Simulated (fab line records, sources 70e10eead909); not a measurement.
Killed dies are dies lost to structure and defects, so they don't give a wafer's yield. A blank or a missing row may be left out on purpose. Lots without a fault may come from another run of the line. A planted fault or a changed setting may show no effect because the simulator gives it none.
Which tool did it? | flow nand_harc | 11 lots, 33 wafers sampled, at 5 steps of a route of 1159

WHAT THE GAUGES READ, wafer by wafer
NHARC_END_SORT_01. Usual: killed_at_array 29, standard deviation 11; killed_at_other 0.6, standard deviation 0.92; killed_at_periphery 3.2, standard deviation 2; killed_dies 33, standard deviation 11; killed_open 3.2, standard deviation 2; killed_short 1.9, standard deviation 1.5.
lot  | measured     | on        | killed_at_array | killed_at_other | killed_at_periphery | killed_dies | killed_open | killed_short | flag
L195 | day 21 14:29 | prober-01 | 46 58 43        | 1 2 0           | 630 617 634         | 677 677 677 | 4 10 5      | 4 3 1        | OFF
L196 | day 21 13:43 | prober-02 | 17 21 9         | 0 1 0           | 660 655 668         | 677 677 677 | 2 4 0       | 4 3 3        | OFF
L198 | day 21 20:42 | prober-01 | 28 27 36        | 2 0 0           | 647 650 641         | 677 677 677 | 3 5 5       | 0 3 1        | OFF

WHICH TOOL RAN EACH LOT (tool, then ch and the chambers of the sampled wafers, then the start)
lot  | NHARC_P_ZERO_WELL_DESCUM_39       | NHARC_P_STI_DESCUM_14             | NHARC_P_GATE_HM_OPEN_105           | NHARC_P_GATE_STRIP_108
L187 | rie_diel-07 ch 1,3, day 1 16:41   | rie_diel-03 ch 1,2, day 2 09:34   | rie_diel-11 ch 0,2, day 4 12:00    | rie_diel-11 ch 1,2,3, day 4 12:49
L188 | rie_diel-10 ch 1,2, day 1 22:24   | rie_diel-01 ch 1,3, day 2 21:04   | rie_diel-02 ch 1,2,3, day 5 02:00  | rie_diel-12 ch 0,2, day 5 02:45
L193 | rie_diel-10 ch 0,1,3, day 3 04:41 | rie_diel-06 ch 0,1,3, day 4 01:38 | rie_diel-12 ch 0,2,3, day 6 09:00  | rie_diel-02 ch 2,3, day 6 09:55
L195 | rie_diel-10 ch 0,2, day 3 16:25   | rie_diel-06 ch 0,2,3, day 4 13:34 | rie_diel-02 ch 1,3, day 6 20:00    | rie_diel-11 ch 0,2, day 6 20:44
L196 | rie_diel-07 ch 0,3, day 3 22:26   | rie_diel-03 ch 0,1,3, day 4 17:18 | rie_diel-11 ch 0,2,3, day 6 20:00  | rie_diel-11 ch 0,1,2, day 6 20:34
L197 | rie_diel-07 ch 0,1,2, day 4 04:17 | rie_diel-03 ch 1,2,3, day 5 05:04 | rie_diel-11 ch 0,1,2, day 8 06:00  | rie_diel-11 ch 0,1,3, day 8 06:43
L198 | rie_diel-10 ch 0,1,3, day 4 10:28 | rie_diel-01 ch 1,2,3, day 5 04:55 | rie_diel-12 ch 0,3, day 7 13:00    | rie_diel-12 ch 0,2,3, day 7 14:16
L203 | rie_diel-10 ch 0,1,2, day 5 16:13 | rie_diel-03 ch 1,2,3, day 6 12:05 | rie_diel-02 ch 0,1,3, day 9 02:00  | rie_diel-02 ch 0,2,3, day 9 02:48
L205 | rie_diel-10 ch 0,3, day 6 04:11   | rie_diel-03 ch 1,2, day 7 02:00   | rie_diel-11 ch 0,2,3, day 9 10:00  | rie_diel-02 ch 1,3, day 9 11:19
L208 | rie_diel-10 ch 0,1,2, day 6 22:13 | rie_diel-03 ch 1,2,3, day 7 18:46 | rie_diel-12 ch 0,1,2, day 10 02:00 | rie_diel-02 ch 0,1,2, day 10 03:02
L209 | rie_diel-07 ch 0,2,3, day 7 04:49 | rie_diel-06 ch 0,2,3, day 8 01:10 | rie_diel-02 ch 0,1,3, day 10 02:00 | rie_diel-02 ch 1,2,3, day 10 02:47
- NHARC_P_ZERO_WELL_DESCUM_39: chemistry O2, time 3 s.
- NHARC_P_STI_DESCUM_14: chemistry O2, time 3 s.
- NHARC_P_GATE_HM_OPEN_105: chemistry O2/COS, target depth 360 nm.
- NHARC_P_GATE_STRIP_108: strips in O2.

WHAT THE TOOLS THEMSELVES READ (means of the sampled wafers that have a number; where no wafer has one, the mark that the record gives instead)
NHARC_P_ZERO_WELL_DESCUM_39. Usual: drypump_motor_current_A 5.8 A, standard deviation 0.4; oes_product_au 0.999 a.u., standard deviation 0.0069; rf_vpp_V 57.6 V, standard deviation 0.78; showerhead_plenum_p_Torr 1.87 Torr, standard deviation 0.039; throttle_valve_pct 11.311 %, standard deviation 0.0092.
lot  | tool        | drypump_motor_current_A (A) | oes_product_au (a.u.) | rf_vpp_V (V) | showerhead_plenum_p_Torr (Torr) | throttle_valve_pct (%) | flag
L187 | rie_diel-07 | 6.0                         | 1.004                 | 58.1         | 1.89                            | 11.309                 |
L188 | rie_diel-10 | 5.8                         | 1.009                 | 57.8         | 1.88                            | 11.310                 |
L193 | rie_diel-10 | 5.7                         | 0.998                 | 56.7         | 1.84                            | 11.319                 |
L195 | rie_diel-10 | 5.6                         | 0.998                 | 58.1         | 1.86                            | 11.308                 |
L196 | rie_diel-07 | 6.1                         | 1.006                 | 57.3         | 1.86                            | 11.308                 |
L197 | rie_diel-07 | 5.6                         | 1.008                 | 57.7         | 1.90                            | 11.305                 |
L198 | rie_diel-10 | 5.7                         | 1.007                 | 57.0         | 1.84                            | 11.313                 |
L203 | rie_diel-10 | 5.6                         | 0.994                 | 57.4         | 1.87                            | 11.308                 |
L205 | rie_diel-10 | 5.6                         | 0.996                 | 57.1         | 1.83                            | 11.310                 |
L208 | rie_diel-10 | 5.6                         | 0.999                 | 58.2         | 1.87                            | 11.305                 |
L209 | rie_diel-07 | 5.9                         | 0.999                 | 57.6         | 1.88                            | 11.303                 |

NHARC_P_STI_DESCUM_14. Usual: drypump_motor_current_A 5.6 A, standard deviation 0.5; oes_product_au 1.001 a.u., standard deviation 0.0077; rf_vpp_V 57.8 V, standard deviation 0.85; showerhead_plenum_p_Torr 1.94 Torr, standard deviation 0.052; throttle_valve_pct 11.311 %, standard deviation 0.0087.
lot  | tool        | drypump_motor_current_A (A) | oes_product_au (a.u.) | rf_vpp_V (V) | showerhead_plenum_p_Torr (Torr) | throttle_valve_pct (%) | flag
L187 | rie_diel-03 | 5.3                         | 1.006                 | 56.7         | 1.92                            | 11.319                 |
L188 | rie_diel-01 | 5.8                         | 1.002                 | 57.2         | 1.92                            | 11.317                 |
L193 | rie_diel-06 | 6.1                         | 0.995                 | 58.2         | 2.02                            | 11.305                 |
L195 | rie_diel-06 | 5.9                         | 0.993                 | 58.2         | 1.99                            | 11.308                 |
L196 | rie_diel-03 | 5.4                         | 1.006                 | 57.6         | 1.92                            | 11.312                 |
L197 | rie_diel-03 | 5.4                         | 1.001                 | 57.2         | 1.91                            | 11.307                 |
L198 | rie_diel-01 | 5.9                         | 1.001                 | 57.5         | 1.92                            | 11.310                 |
L203 | rie_diel-03 | 5.5                         | 1.005                 | 57.4         | 1.91                            | 11.314                 |
L205 | rie_diel-03 | 5.3                         | 1.011                 | 57.8         | 1.91                            | 11.304                 |
L208 | rie_diel-03 | 5.4                         | 1.010                 | 57.7         | 1.91                            | 11.307                 |
L209 | rie_diel-06 | 5.9                         | 0.996                 | 58.0         | 1.98                            | 11.310                 |

NHARC_P_GATE_HM_OPEN_105. Usual: bias_w 300.0 W, standard deviation 0.84; chamber_pressure_mTorr 20.002 mTorr, standard deviation 0.019; drypump_motor_current_A 5.6 A, standard deviation 0.5; oes_product_au 1.001 a.u., standard deviation 0.0078; rf_vpp_V 468 V, standard deviation 3.2; showerhead_plenum_p_Torr 3.16 Torr, standard deviation 0.15; throttle_valve_pct 28.331 %, standard deviation 0.0093.
lot  | tool        | bias_w (W) | chamber_pressure_mTorr (mTorr) | drypump_motor_current_A (A) | oes_product_au (a.u.) | rf_vpp_V (V) | showerhead_plenum_p_Torr (Torr) | throttle_valve_pct (%) | flag
L187 | rie_diel-11 | 300.6      | 20.009                         | 4.9                         | 1.003                 | 469          | 3.18                            | 28.329                 |
L188 | rie_diel-02 | 300.6      | 20.015                         | 5.4                         | 1.001                 | 468          | 3.14                            | 28.320                 |
L193 | rie_diel-12 | 300.6      | 20.004                         | 5.8                         | 0.992                 | 468          | 3.19                            | 28.333                 |
L195 | rie_diel-02 | -          | -                              | -                           | -                     | -            | -                               | -                      | OFF
L196 | rie_diel-11 | -          | -                              | -                           | -                     | -            | -                               | -                      | OFF
L197 | rie_diel-11 | 300.2      | 20.001                         | 5.4                         | 1.008                 | 467          | 3.07                            | 28.329                 |
L198 | rie_diel-12 | -          | -                              | -                           | -                     | -            | -                               | -                      | OFF
L203 | rie_diel-02 | 299.5      | 19.995                         | 5.7                         | 0.999                 | 469          | 3.26                            | 28.328                 |
L205 | rie_diel-11 | 300.5      | 19.985                         | 5.3                         | 1.004                 | 468          | 3.19                            | 28.334                 |
L208 | rie_diel-12 | 299.6      | 19.994                         | 5.5                         | 0.984                 | 467          | 3.08                            | 28.341                 |
L209 | rie_diel-02 | 299.7      | 19.998                         | 5.7                         | 1.001                 | 470          | 3.25                            | 28.343                 |

NHARC_P_GATE_STRIP_108. Usual: drypump_motor_current_A 5.6 A, standard deviation 0.52; oes_product_au 1.002 a.u., standard deviation 0.008; rf_vpp_V 57.8 V, standard deviation 0.93; showerhead_plenum_p_Torr 3.55 Torr, standard deviation 0.16; throttle_valve_pct 17.037 %, standard deviation 0.0083.
lot  | tool        | drypump_motor_current_A (A) | oes_product_au (a.u.) | rf_vpp_V (V) | showerhead_plenum_p_Torr (Torr) | throttle_valve_pct (%) | flag
L187 | rie_diel-11 | 5.7                         | 1.008                 | 57.8         | 3.64                            | 17.044                 |
L188 | rie_diel-12 | 5.8                         | 0.995                 | 57.1         | 3.56                            | 17.033                 |
L193 | rie_diel-02 | 5.6                         | 1.005                 | 56.8         | 3.45                            | 17.032                 |
L195 | rie_diel-11 | 5.0                         | 1.012                 | 57.3         | 3.46                            | 17.039                 |
L196 | rie_diel-11 | 5.4                         | 1.009                 | 57.1         | 3.48                            | 17.039                 |
L197 | rie_diel-11 | 5.8                         | 1.007                 | 58.3         | 3.49                            | 17.038                 |
L198 | rie_diel-12 | 5.9                         | 0.997                 | 57.6         | 3.59                            | 17.039                 |
L203 | rie_diel-02 | 5.9                         | 1.005                 | 57.9         | 3.58                            | 17.037                 |
L205 | rie_diel-02 | 5.2                         | 0.998                 | 57.9         | 3.64                            | 17.039                 |
L208 | rie_diel-02 | 5.6                         | 1.004                 | 57.4         | 3.55                            | 17.038                 |
L209 | rie_diel-02 | 5.4                         | 0.996                 | 58.0         | 3.54                            | 17.040                 |

THE ANSWER, worked out from the rows above alone
Rule: a lot is off if the mean of its wafers that have a number lies more than 3 standard deviations from the usual mean. A lot without any number at a reading at which 4 lots or more have one is off too. The other lots that the step has rows for count as sound. The gauges are gone through in route order, then the tools' own readings, and for those a lot's mean is taken as printed above. The first step at which some lot is off is used, and at that step the reading that is off furthest; a lot without a number counts as furthest.
Off: L195, L196, L198, at NHARC_END_SORT_01 (killed_at_periphery). Neither off nor sound, because the step has no rows for them: L187, L188, L193, L197, L203, L205, L208, L209.
A tool fits if, at a process step before that reading, it ran every lot that is off, and no sound lot after the first of them. The gauges at NHARC_END_SORT_01 aren't tried: what is off there is off at NHARC_P_GATE_HM_OPEN_105 too, on other tools, and a gauge's error can't cause that. None of those tried fits.

WHAT THE SIMULATOR HAD PUT IN
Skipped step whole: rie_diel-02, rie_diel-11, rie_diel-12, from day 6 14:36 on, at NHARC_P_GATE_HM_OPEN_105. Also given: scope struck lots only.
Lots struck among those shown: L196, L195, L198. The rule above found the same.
